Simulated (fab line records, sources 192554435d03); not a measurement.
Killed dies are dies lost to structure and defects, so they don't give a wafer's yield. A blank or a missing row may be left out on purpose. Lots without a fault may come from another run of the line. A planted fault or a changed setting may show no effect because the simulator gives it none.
Split-lot experiment | flow n5_finfet | 7 lots, 21 wafers read, on a route of 1938 steps

THE SPLIT
At N5_BEOL_M3_COAT_76 (time 60 s, resist thk 5 nm), the setting spin_rpm was moved away from the recipe's 1500 rpm on 4 of the 21 wafers read, by -11.2% to +6.9%. The other wafers ran this setting at the recipe's value.

FROM THE SPLIT TO THE READING: what the file shows between them, 3 steps
- N5_BEOL_M3_COAT_22: resist thk 30 nm
- N5_BEOL_M3_EBR_24
- N5_BEOL_M3_DESCUM_33: chemistry O2, time 7 s

THE READING
etch.depth_nm (the simulator's own value, which no gauge read), in nm, at N5_BEOL_M3_ETCH_77 (etches underlayer in N2/H2, target depth 6.5 nm, time 5.2 s). The file gives no usual value for it. The 17 wafers here that ran the recipe average 4.999 nm, standard deviation 0.022 nm.

wafer  | tool, chamber at the split | spin_rpm as run, rpm | against the recipe | etch.depth_nm, nm | against lot-mates on the recipe
L074.2 | litho_track-02, 0          | 1500                 | recipe             | 5.01              | -
L074.3 | litho_track-02, 0          | 1500                 | recipe             | 5.021             | -
L074.5 | litho_track-02, 0          | 1500                 | recipe             | 5.022             | -
L076.1 | litho_track-02, 0          | 1500                 | recipe             | 5.021             | -
L076.4 | litho_track-02, 0          | 1500                 | recipe             | 5.02              | -
L076.6 | litho_track-02, 0          | 1500                 | recipe             | 5                 | -
L077.1 | litho_track-05, 0          | 1500                 | recipe             | 5.005             | -
L077.3 | litho_track-05, 0          | 1500                 | recipe             | 5                 | -
L077.5 | litho_track-05, 0          | 1360                 | -9.3%              | 5.259             | +0.257
L082.2 | litho_track-02, 0          | 1500                 | recipe             | 5.008             | -
L082.3 | litho_track-02, 0          | 1500                 | recipe             | 5.018             | -
L082.6 | litho_track-02, 0          | 1332                 | -11.2%             | 5.347             | +0.334
L086.1 | litho_track-05, 0          | 1500                 | recipe             | 5.019             | -
L086.2 | litho_track-05, 0          | 1604                 | +6.9%              | 4.829             | -0.190
L086.5 | litho_track-05, 0          | 1604                 | +6.9%              | 4.851             | -0.168
L091.1 | litho_track-04, 0          | 1500                 | recipe             | 4.969             | -
L091.2 | litho_track-04, 0          | 1500                 | recipe             | 4.954             | -
L091.6 | litho_track-04, 0          | 1500                 | recipe             | 4.957             | -
L097.1 | litho_track-04, 0          | 1500                 | recipe             | 4.987             | -
L097.4 | litho_track-04, 0          | 1500                 | recipe             | 5                 | -
L097.5 | litho_track-04, 0          | 1500                 | recipe             | 4.98              | -

THE FIT
A straight line over all 21 wafers: etch.depth_nm changes by -0.0275 nm for each +1% of spin_rpm; r = -0.98; the points scatter about the line by 0.024 nm.
The same after taking each lot's own level away (the mean of its wafers on the recipe; 21 wafers): -0.0279 nm for each +1%; r = -1.00; scatter 0.0097 nm.
On that fit, the largest move of spin_rpm shifts the reading by 0.31 nm.
The lots' own levels span 4.9600 to 5.0190 nm, that is 2.7 times the standard deviation above.
So the lot-to-lot level changes the slope little: the two slopes agree.
Check: with one of the wafers moved furthest among these (-11.2%) left out of the fit, the line predicts +0.299 nm for it against its lot-mates. It came out at +0.334 nm against them.

OTHER SPLITS ON THESE WAFERS
These wafers also went through other splits before the reading. Each is held against what the fit with the lots' levels taken away leaves over:
other split on the same wafers   | wafers away from the commonest value | r with etch.depth_nm (lot level and that fit taken away)
N5_BEOL_M2_COAT_61 spin_rpm      | 8                                    | -0.17
N5_BEOL_M2_DESCUM_33 time_s      | 10                                   | -0.35
N5_BEOL_M2_TRENCH_ETCH_37 time_s | 10                                   | +0.19
N5_BEOL_M3_ETCH_64 bias_w        | 10                                   | +0.27

THE FILE'S OWN FIT
etch.depth_nm changes by -0.0283 nm for each +1% of spin_rpm, r = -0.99.
